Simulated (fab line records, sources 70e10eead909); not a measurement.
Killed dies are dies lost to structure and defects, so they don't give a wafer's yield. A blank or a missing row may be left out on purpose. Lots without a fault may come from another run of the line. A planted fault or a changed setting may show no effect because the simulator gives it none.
Chamber matching | flow nand_harc | NHARC_A_CHANNEL_HOLE_D1_DEP_01 on pecvd-02: 3 sister chambers
The step deposits SiON, target thk 140 nm. 14 wafers are shown with their chamber, then 7 later ones without.

WAFERS WITH THEIR CHAMBER
wafer  | chamber | heater_power_w (W)
L076.2 | 1       | 744
L076.3 | 0       | 575
L076.5 | 2       | 740
L077.1 | 1       | 746
L077.3 | 0       | 527
L077.4 | 2       | 800
L084.1 | 0       | 632
L084.3 | 2       | 750
L084.6 | 0       | 654
L091.2 | 1       | 755
L091.5 | 2       | 721
L091.6 | 0       | 645
L092.1 | 2       | 739
L092.3 | 1       | 783

SIGNATURES (means of the wafers above)
reading        | chamber 0 | chamber 1 | chamber 2 | scatter within a chamber
heater_power_w | 606.60    | 757.00    | 750.00    | 38.4
Rule: a wafer's distance from a chamber is the root of the sum, over the readings, of the square of ((its reading less the chamber's mean) divided by the reading's scatter). The wafer belongs to the nearest chamber; if the next one is less than 2 further off, it can't be placed. The scatter: the root of (the sum of the squares of (reading less its chamber's mean) over the shown wafers, divided by (wafers less chambers)).

WAFERS WITHOUT THEIR CHAMBER
wafer  | heater_power_w (W)
L092.5 | 749
L094.3 | 563
L094.5 | 560
L094.6 | 643
L096.2 | 609
L096.5 | 830
L096.6 | 594

WHICH CHAMBER EACH WENT THROUGH
wafer  | from the rows above     | in truth
L092.5 | can't be placed: 2 or 1 | 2
L094.3 | 0                       | 0
L094.5 | 0                       | 0
L094.6 | can't be placed: 0 or 2 | 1
L096.2 | 0                       | 0
L096.5 | can't be placed: 1 or 2 | 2
L096.6 | 0                       | 0
Placed correctly: 4 of 7. Can't be placed from these rows: 3 (the true chamber is among the candidates in 2). Placed wrongly: 0.
